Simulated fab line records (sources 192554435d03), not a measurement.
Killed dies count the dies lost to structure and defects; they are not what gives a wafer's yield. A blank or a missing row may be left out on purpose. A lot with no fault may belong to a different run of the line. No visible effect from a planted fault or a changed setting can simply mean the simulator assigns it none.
fab line records | flow n5-finfet
[record] lots = 5 | wafers = 14 | last-day = 18
route steps=1938 shown BEOL_M14@1767 BEOL_M15@1773 PASSIVATION@1936
lots that met no fault: from a run of the same line without faults
start-h: hours from the record's opening day to when the first of the lot's shown wafers began | wait-h: time in hours since the lot's previous step | " the same as in the row above | L1.1+2: a single row standing in for several wafers | - no value, or no start was given | * or withheld: withheld | < > ~ a bound
route shown NAME@n: a module of which the file shows steps, and the number in the route of the first | usual: mean/standard deviation taken from wafers without a fault | same: alike in all rows | chamber/n: place in a boat | sites: each site's reading | _std_site: the values' standard deviation | _edge_site: inner sites' mean taken away from outer sites' mean | radius-mm: for every site, how far away it sits from the centre of the wafer | mask NAME#n: copy n | behind: the most recent tool/chamber to have shaped the wafer | hold: reason for holding the lot/hours on hold/outcome of the hold | device: names the non-switching transistor (n, p or np) | end of line: the same wafers' tests at the end of the route | a step with no rows: only its recipe | killed: not the wafer's yield, but the dies lost to structure and defects at the first sort | map: per-die view of a wafer (x killed, . not killed, _ where there is no die)
set.NAME: the run value of the setting; set.NAME@STEP: its run value at that earlier step | model.NAME: the simulator's own value behind a step, which no gauge read
lots at some steps of the route; a table a step, a row a wafer
services: a tool's chamber out of use, with start hour (start-h, from the record's first day; less than 0 if before it), hours out, and reason
[[steps]]
[step N5_BEOL_M14_CMP_49]
[recipe] stop-on = SiO2 | t-overpolish-s = 5.2 | down-force-psi = 2 | platen-rpm = 80 | clearing-platen-down-force-psi = 2 | clearing-platen-rpm = 80 | post-cmp-clean = cu-alkaline | target-thk-nm = 560 | clearing-platen-pad-velocity-m-s = 1.5917 | pad-velocity-m-s = 1.5917
[usual] barrier-field-endpoint-s = 11.29/0.27 | motor-current-A = 8.0/0.72 | overpolish-run-s = 5.200/0.0098 | time-to-endpoint-s = 120/3.6
lot.wafer | tool   | chamber | start-h | wait-h | barrier-field-endpoint-s | motor-current-A | overpolish-run-s | time-to-endpoint-s
L885.2    | cmp-04 | 0       | 267.31  | 0.2    | 11.52                    | 7.6             | 5.206            | 124
L885.4    | "      | 1       | "       | "      | 11.30                    | 8.4             | 5.204            | 120
L885.5    | "      | 0       | "       | "      | 11.46                    | 7.5             | 5.200            | 121
L887.1    | cmp-04 | 0       | 291.85  | 0.3    | 11.41                    | 7.7             | 5.203            | 118
L887.4    | "      | 1       | "       | "      | 11.22                    | 7.7             | 5.195            | 116
L887.6    | "      | 0       | "       | "      | 11.31                    | 7.6             | 5.201            | 118
L896.3    | cmp-04 | 3       | 350.64  | 0.6    | 11.39                    | 7.2             | 5.203            | 117
L896.6    | "      | 2       | "       | "      | 11.38                    | 7.8             | 5.204            | 115
L898.4    | cmp-04 | 2       | 374.95  | 0.5    | 10.97                    | 7.5             | 5.203            | 116
L898.6    | "      | 0       | "       | "      | 11.20                    | 8.0             | 5.215            | 122
L898.5    | "      | 1       | "       | "      | 10.54                    | 7.8             | 5.179            | 114
L903.2    | cmp-01 | 1       | 408.23  | 0.3    | 11.37                    | 7.9             | 5.209            | 117
L903.1    | "      | 2       | "       | "      | 11.28                    | 7.7             | 5.202            | 118
L903.4    | "      | 3       | "       | "      | 11.42                    | 8.6             | 5.212            | 119
[step N5_BEOL_M14_THK_MEAS_50]
[recipe] thk-meas-gauge = xrf | reads = Cu_of_BEOL_M14_ECD_47
[usual] M14_THK = 555/16
lot.wafer | tool          | chamber | start-h | wait-h | M14_THK[nm]
L885.2    | film-metro-02 | -       | 267.60  | -      | 562
L885.4    | "             | -       | "       | "      | 562
L885.5    | "             | -       | "       | "      | 570
L887.1    | film-metro-01 | -       | 292.15  | -      | 570
L887.4    | "             | -       | "       | "      | 547
L887.6    | "             | -       | "       | "      | 516
L896.3    | film-metro-02 | -       | 350.86  | -      | 550
L896.6    | "             | -       | "       | "      | 557
L898.4    | film-metro-02 | -       | 375.17  | -      | 560
L898.5    | "             | -       | "       | "      | 554
L898.6    | "             | -       | "       | "      | 562
L903.1    | film-metro-01 | -       | 408.48  | -      | 561
L903.2    | "             | -       | "       | "      | 566
L903.4    | "             | -       | "       | "      | 572
[step N5_BEOL_M14_PRE_CLEAN_52]
[recipe] gas = NH3 | time-s = 15 | temp-c = withheld | rf-power-w = 300
[step N5_BEOL_M14_DEP_53]
[recipe] material = SiCN | target-thk-a = 500 | temp-c = withheld | precursor = 3MS/NH3 | pressure-torr = 3 | rf-w = 675 | time-s = 17.8
[usual] showerhead-plenum-p-Torr = 4.17/0.031 | throttle-valve-pct = 18.0/1.1
lot.wafer | tool     | chamber | start-h | wait-h | showerhead-plenum-p-Torr | throttle-valve-pct
L885.2    | pecvd-02 | 0       | 267.66  | 0.0    | 4.14                     | 17.6
L885.4    | "        | 1       | "       | "      | 4.13                     | 17.6
L885.5    | "        | 2       | "       | "      | 4.15                     | 17.4
L887.1    | pecvd-02 | 2       | 292.21  | 0.0    | 4.14                     | 17.2
L887.4    | "        | 0       | "       | "      | 4.14                     | 17.7
L887.6    | "        | 2       | "       | "      | 4.15                     | 17.3
L896.3    | pecvd-01 | 1       | 350.92  | 0.0    | 4.18                     | 20.6
L896.6    | "        | 2       | "       | "      | 4.22                     | 17.0
L898.4    | pecvd-02 | 0       | 375.24  | 0.0    | 4.14                     | 18.3
L898.5    | "        | 2       | "       | "      | 4.14                     | 17.5
L898.6    | "        | 1       | "       | "      | 4.13                     | 17.5
L903.1    | pecvd-02 | 1       | 408.55  | 0.0    | 4.13                     | 17.6
L903.2    | "        | 2       | "       | "      | 4.14                     | 17.5
L903.4    | "        | 1       | "       | "      | 4.13                     | 18.0
[step N5_BEOL_M14_RS_MEAS_54]
[recipe] thk-meas-gauge = four-point-probe | reads = Cu_of_BEOL_M14_ECD_47+Ta_of_BEOL_M14_SPUTTER_44+TaN_of_BEOL_M14_SPUTTER_43
[usual] M14_RS = 0.0332/0.00098
lot.wafer | tool          | chamber | start-h | wait-h | M14_RS[ohm/sq]
L885.2    | film-metro-01 | -       | 267.73  | 0.1    | 0.0328
L885.4    | "             | -       | "       | "      | 0.0328
L885.5    | "             | -       | "       | "      | 0.0323
L887.1    | film-metro-01 | -       | 292.28  | 0.0    | 0.0321
L887.4    | "             | -       | "       | "      | 0.0335
L887.6    | "             | -       | "       | "      | 0.0354
L896.3    | film-metro-02 | -       | 350.99  | 0.1    | 0.0338
L896.6    | "             | -       | "       | "      | 0.0333
L898.4    | film-metro-02 | -       | 375.31  | 0.0    | 0.0329
L898.5    | "             | -       | "       | "      | 0.0332
L898.6    | "             | -       | "       | "      | 0.0326
L903.1    | film-metro-01 | -       | 408.63  | 0.1    | 0.0328
L903.2    | "             | -       | "       | "      | 0.0322
L903.4    | "             | -       | "       | "      | 0.0320
[step N5_BEOL_M14_INSPECT_55]
[recipe] inspect-instrument = darkfield | mode = post-dep
[usual] raw-defect-count = 58/19
lot.wafer | tool              | chamber | start-h | wait-h | raw-defect-count
L885.2    | defect-inspect-02 | -       | 267.76  | 0.0    | 110
L885.4    | "                 | -       | "       | "      | 56
L885.5    | "                 | -       | "       | "      | 49
L887.1    | defect-inspect-01 | -       | 292.30  | 0.0    | 38
L887.4    | "                 | -       | "       | "      | 40
L887.6    | "                 | -       | "       | "      | 60
L896.3    | defect-inspect-01 | -       | 351.01  | 0.0    | 57
L896.6    | "                 | -       | "       | "      | 53
L898.4    | defect-inspect-01 | -       | 375.34  | 0.0    | 111
L898.5    | "                 | -       | "       | "      | 110
L898.6    | "                 | -       | "       | "      | 52
L903.1    | defect-inspect-01 | -       | 408.65  | 0.0    | 49
L903.2    | "                 | -       | "       | "      | 54
L903.4    | "                 | -       | "       | "      | 52
[step N5_BEOL_M15_ILD_DEP_00]
[recipe] material = SiO2 | target-thk-a = 16293 | temp-c = 400 | precursor = TEOS/O2 | pressure-torr = 6.5 | rf-w = 900 | teos-flow-sccm = 161.4 | gas = O2 | flow-sccm = 2650 | time-s = 346.1
[usual] heater-power-w = 572/91 | showerhead-plenum-p-Torr = 8.38/0.035 | throttle-valve-pct = 18.6/1
lot.wafer | tool     | chamber | start-h | wait-h | heater-power-w | showerhead-plenum-p-Torr | throttle-valve-pct
L885.2    | pecvd-03 | 1       | 267.79  | 0.0    | 523            | 8.37                     | 18.0
L885.4    | "        | 2       | "       | "      | 465            | 8.42                     | 18.1
L885.5    | "        | 1       | "       | "      | 440            | 8.36                     | 17.8
L887.1    | pecvd-01 | 0       | 292.34  | 0.0    | 519            | 8.33                     | 18.4
L887.4    | "        | 2       | "       | "      | 648            | 8.44                     | 17.3
L887.6    | "        | 0       | "       | "      | 554            | 8.31                     | 18.4
L896.3    | pecvd-04 | 2       | 351.05  | 0.0    | 659            | 8.33                     | 18.3
L896.6    | "        | 2       | "       | "      | 568            | 8.36                     | 18.6
L898.4    | pecvd-03 | 0       | 375.49  | 0.1    | 738            | 8.40                     | 18.0
L898.5    | "        | 2       | "       | "      | 458            | 8.42                     | 18.7
L898.6    | "        | 1       | "       | "      | 527            | 8.38                     | 18.0
L903.1    | pecvd-03 | 1       | 408.69  | 0.0    | 514            | 8.38                     | 18.0
L903.2    | "        | 0       | "       | "      | 665            | 8.40                     | 18.2
L903.4    | "        | 1       | "       | "      | 562            | 8.36                     | 17.9
[step N5_BEOL_M15_THK_MEAS_01]
[recipe] reads = SiO2_of_BEOL_M15_ILD_DEP_00
[usual] M15_ILD_THK = 1620/26
lot.wafer | tool          | chamber | start-h | wait-h | M15_ILD_THK[nm]
L885.2    | film-metro-01 | -       | 268.04  | 0.1    | 1581
L885.4    | "             | -       | "       | "      | 1643
L885.5    | "             | -       | "       | "      | 1616
L887.1    | film-metro-01 | -       | 292.59  | 0.1    | 1602
L887.4    | "             | -       | "       | "      | 1656
L887.6    | "             | -       | "       | "      | 1645
L896.3    | film-metro-02 | -       | 351.30  | 0.1    | 1609
L896.6    | "             | -       | "       | "      | 1655
L898.4    | film-metro-01 | -       | 375.63  | 0.0    | 1671
L898.5    | "             | -       | "       | "      | 1667
L898.6    | "             | -       | "       | "      | 1645
L903.1    | film-metro-02 | -       | 409.06  | 0.3    | 1616
L903.2    | "             | -       | "       | "      | 1638
L903.4    | "             | -       | "       | "      | 1638
[step N5_BEOL_M15_COAT_58]
[recipe] resist = BARC | temp-c = 205 | time-s = 60 | spin-rpm = 1500 | resist-thk-nm = 89
[step N5_BEOL_M15_COAT_04]
[recipe] spin-rpm = 1704 | resist-thk-nm = 800
[step N5_BEOL_M15_EBR_06]
[recipe] solvent = PGMEA | ebr-width-mm = 1.5
[step N5_BEOL_M15_SOFTBAKE_05]
[recipe] temp-c = 130 | time-s = 60
[step N5_BEOL_M15_EXPOSE_07]
[recipe] mask-id = V14 | na = 0.8 | source-shape = annular | sigma-inner = 0.5 | sigma-outer = 0.8 | polarization = unpolarized | attpsm-phase-deg = 180 | dose-mj = 41.25
[same] na = 0.8
lot.wafer  | tool           | chamber | start-h | wait-h | mask
L885.2+4+5 | krf-scanner-01 | 0       | 268.31  | -      | V14#0
L887.1+4+6 | krf-scanner-02 | 0       | 292.85  | -      | V14#0
L896.3+6   | krf-scanner-02 | 0       | 351.44  | -      | V14#0
L898.4+5+6 | krf-scanner-01 | 0       | 375.78  | -      | V14#0
L903.1+2+4 | krf-scanner-01 | 0       | 409.20  | -      | V14#0
[step N5_BEOL_M15_PEB_08]
[recipe] peb-temp-c = 130 | peb-time-s = 90
[step N5_BEOL_M15_DEVELOP_09]
[recipe] develop-time-s = 45 | rinse-liquid = diw | dry = air-spin | dev-temp-c = 21
[step N5_BEOL_M15_HARDBAKE_14]
[recipe] temp-c = 130 | time-s = 120
[step N5_BEOL_M15_CD_MEAS_10]
[recipe] target-cd-nm = 360 | landing-energy-ev = 500 | detector = se-inlens | polarity = opening
[usual] cd-nm = 360.0/1.4
lot.wafer | tool      | chamber | start-h | wait-h | cd-nm
L885.2    | cd-sem-01 | 0       | 268.48  | -      | 360.4
L885.4    | "         | 0       | "       | "      | 361.0
L885.5    | "         | 0       | "       | "      | 361.1
L887.1    | cd-sem-01 | 0       | 293.02  | -      | 360.6
L887.4    | "         | 0       | "       | "      | 362.6
L887.6    | "         | 0       | "       | "      | 361.0
L896.3    | cd-sem-02 | 0       | 351.60  | -      | 359.9
L896.6    | "         | 0       | "       | "      | 368.0
L898.4    | cd-sem-03 | 0       | 375.94  | -      | 358.7
L898.5    | "         | 0       | "       | "      | 360.0
L898.6    | "         | 0       | "       | "      | 360.1
L903.1    | cd-sem-01 | 0       | 409.37  | -      | 360.5
L903.2    | "         | 0       | "       | "      | 361.8
L903.4    | "         | 0       | "       | "      | 359.4
[step N5_BEOL_M15_OVL_MEAS_11]
[recipe] points-per-wafer = 44
[usual] V14_OVL = -1/5.5
lot.wafer | tool       | chamber | start-h | wait-h | V14_OVL[nm]
L885.2    | overlay-01 | 0       | 268.51  | 0.0    | -2
L885.4    | "          | 0       | "       | "      | -12
L885.5    | "          | 0       | "       | "      | -16
L887.1    | overlay-01 | 0       | 293.05  | 0.0    | 2
L887.4    | "          | 0       | "       | "      | 4
L887.6    | "          | 0       | "       | "      | 5
L896.3    | overlay-01 | 0       | 351.63  | 0.0    | -9
L896.6    | "          | 0       | "       | "      | -8
L898.4    | overlay-01 | 0       | 375.97  | 0.0    | 5
L898.5    | "          | 0       | "       | "      | -4
L898.6    | "          | 0       | "       | "      | -4
L903.1    | overlay-01 | 0       | 409.40  | 0.0    | -1
L903.2    | "          | 0       | "       | "      | -3
L903.4    | "          | 0       | "       | "      | 1
[step N5_PASSIVATION_PROBE_49]
[usual] defect-limited-yield = 90.9/1.5 | killed_at_M0_to_M3 = 36/10 | killed_at_M4_up = 13/5.5 | killed-at-contacts = 12/5.6 | killed-at-front-end = 42/12 | killed-at-other = 4/3.2 | killed-dies = 108/18 | killed-open = 71/13 | killed-short = 34/7.8 | sort_bin_5_function = 5.4/1 | sort_bin_6_memory = 3.4/0.68 | sort-n-pass = 1072/18 | sort-yield-pct = 90.9/1.5
[same] gross-dies = 1180 | killed-at-back-side = 0 | sort_bin_4_leakage[%] = 0 | sort_bin_8_speed[%] = 0
lot.wafer | tool      | chamber | start-h | wait-h | defect-limited-yield[%] | killed_at_M0_to_M3 | killed_at_M4_up | killed-at-contacts | killed-at-front-end | killed-at-other | killed-dies | killed-open | killed-short | sort_bin_5_function[%] | sort_bin_6_memory[%] | sort-n-pass | sort-yield-pct[%]
L885.5    | prober-01 | -       | 289.98  | 0.2    | 91.9                    | 37                 | 19              | 10                 | 27                  | 3               | 96          | 62          | 32           | 4.1                    | 3.6                  | 1084        | 91.9
// killed by level:class
L885.5 BEOL_M0_SAQP:geometric-particle:open=12 BEOL_M0_SAQP:geometric-particle:short=10 FIN_SAQP:geometric-particle:short=8 FIN_SAQP:geometric-particle:open=8 MOL_CONTACT_COAG:geometric-particle:open=8 BEOL_M2:geometric-particle:open=7 BEOL_M4:geometric-particle:open=5 DUMMY_GATE:geometric-particle:open=4
[[services]]
tool           | chamber | start-h | hours | kind
krf-scanner-02 | -       | 254.46  | 1.3   | pm
krf-scanner-02 | -       | 258.36  | 1.0   | pm
krf-scanner-01 | -       | 262.54  | 1.0   | pm
cmp-01         | -       | 269.35  | 1.0   | repair
pecvd-01       | -       | 289.64  | 1.0   | repair
krf-scanner-02 | -       | 296.33  | 0.3   | repair
pecvd-04       | 1       | 298.99  | 6.2   | repair
krf-scanner-01 | -       | 302.26  | 1.1   | repair
cmp-04         | -       | 303.32  | 4.0   | pm
krf-scanner-01 | -       | 304.88  | 4.0   | pm
krf-scanner-01 | -       | 310.23  | 1.3   | pm
krf-scanner-01 | -       | 313.35  | 4.1   | repair
pecvd-02       | 1       | 316.06  | 2.1   | scheduled-down
pecvd-04       | 1       | 317.58  | 4.5   | repair
cmp-01         | -       | 340.63  | 5.8   | pm
pecvd-03       | 0       | 357.77  | 12.8  | repair
krf-scanner-02 | -       | 360.18  | 0.8   | pm
cmp-04         | -       | 368.99  | 1.0   | repair
cmp-01         | -       | 371.83  | 0.4   | repair
cmp-04         | -       | 387.11  | 0.8   | repair
krf-scanner-01 | -       | 390.66  | 0.8   | repair
krf-scanner-02 | -       | 397.48  | 1.1   | repair
cmp-01         | -       | 399.47  | 8.0   | pm
cmp-04         | -       | 402.43  | 1.0   | repair
[[key]]
[first-sign] step = N5_BEOL_M15_CD_MEAS_10 | reading = cd-nm | direction = up | sigmas = 5.6 | usual = 360.0 | struck = 368.0
effect none on later readings
met-at N5_BEOL_M15_EXPOSE_07
struck-wafers L896.6
onset-between 292.85 351.44
[fault] kind = process-parameter-drift | tool = krf-scanner-02 | chamber = - | onset-h = 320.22 | steps = N5_BEOL_M15_EXPOSE_07 | channel = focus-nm | offset = 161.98 | shape = step | end-h = 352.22 | scope = struck-wafers-only
